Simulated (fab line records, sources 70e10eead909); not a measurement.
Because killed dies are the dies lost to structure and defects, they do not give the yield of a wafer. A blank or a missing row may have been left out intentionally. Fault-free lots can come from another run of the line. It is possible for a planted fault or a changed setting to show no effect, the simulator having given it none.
Chamber matching    flow nandHarc    4 sister chambers for NHARC_A_STAIRCASE_ALD_415 on aldHk-04
The step deposits SiO2, target thk 30 nm, pulse time 6 s, ald cycles 300. 8 wafers are shown with their chamber, then 9 later ones without.

## WAFERS WITH THEIR CHAMBER
wafer   chamber  heaterPowerW (W)  precursorPulseHeightRel
L075.1  1        465               1.013
L077.6  3        416               1.045
L078.3  1        472               1.014
L082.2  2        441               0.960
L082.3  3        416               1.018
L084.3  2        421               0.995
L084.4  0        387               1.016
L084.5  0        380               0.985

## WAFERS WITH NO CHAMBER GIVEN
wafer   heaterPowerW (W)  precursorPulseHeightRel
L089.2  422               1.004
L089.3  510               0.998
L089.5  506               1.000
L091.2  508               1.006
L091.4  434               0.971
L091.5  383               1.049
L095.2  382               1.015
L095.3  424               1.005
L095.6  387               0.966

## WHICH CHAMBER EACH ONE RAN IN
wafer   from the rows above      in truth
L089.2  can't be placed: 3 or 2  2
L089.3  1                        1
L089.5  1                        1
L091.2  1                        1
L091.4  2                        2
L091.5  can't be placed: 0 or 3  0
L095.2  0                        0
L095.3  can't be placed: 2 or 3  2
L095.6  0                        0
Correct placement for 6 of the 9. Cannot be placed on the basis of these rows: 3; the candidates contain the true chamber in 3. Placed wrongly: 0.
How it was worked out, from the rows above alone: a wafer's distance from a chamber is the root of the sum, over the readings, of the square of ((its reading less the chamber's mean) divided by the reading's scatter). The wafer belongs to the nearest chamber; if the next one is less than 2 further off, it can't be placed. For every chamber, the mean is computed from those of its wafers that are shown. How the scatter is found: for the shown wafers, subtract from each reading the mean of its chamber, square and add these, divide the total by (wafers less chambers), then take the root.
